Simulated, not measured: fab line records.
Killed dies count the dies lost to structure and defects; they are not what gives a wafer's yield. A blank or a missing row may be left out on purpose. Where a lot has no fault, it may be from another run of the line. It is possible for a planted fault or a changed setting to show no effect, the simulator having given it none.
Chamber matching + flow n5_finfet + pecvd-01 running N5_BEOL_M1_ILD_DEP_00: 3 sister chambers
The step deposits SiOC from DEMS/O2, target thk 79 nm, time 15.3 s. 3 wafers are shown with their chamber, then 8 later ones without.

WAFERS, EACH WITH ITS CHAMBER
| wafer  | chamber | throttle_valve_pct (%) |
|--------|---------|------------------------|
| L088.3 | 2       | 11.0                   |
| L088.6 | 1       | 12.3                   |
| L089.2 | 0       | 11.9                   |

WAFERS WITHOUT THEIR CHAMBER
| wafer  | throttle_valve_pct (%) |
|--------|------------------------|
| L089.5 | 12.4                   |
| L089.6 | 12.0                   |
| L091.2 | 12.4                   |
| L091.5 | 12.4                   |
| L091.6 | 11.9                   |
| L095.4 | 12.2                   |
| L095.5 | 12.0                   |
| L095.6 | 11.2                   |

THE CHAMBER EACH PASSED THROUGH
| wafer  | from the rows above     | in truth |
|--------|-------------------------|----------|
| L089.5 | 1                       | 1        |
| L089.6 | can't be placed: 0 or 1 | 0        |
| L091.2 | 1                       | 1        |
| L091.5 | 1                       | 1        |
| L091.6 | 0                       | 0        |
| L095.4 | can't be placed: 1 or 0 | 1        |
| L095.5 | can't be placed: 0 or 1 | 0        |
| L095.6 | 2                       | 2        |
5 of 8 placed correctly. From these rows, 3 cannot be placed; in 3 the true chamber is one of the candidates. Placed wrongly: 0.
How it was worked out, from the rows above alone: a wafer's distance from a chamber is the root of the sum, over the readings, of the square of ((its reading less the chamber's mean) divided by the reading's scatter). If the next closest chamber is less than 2 further off than the closest, the wafer can't be placed; otherwise it belongs to the closest. Each chamber's mean is taken over the wafers shown for it. The scatter (one wafer shown for each chamber): square how far every hidden wafer sits from the nearest shown wafer, average those squares and take the square root.
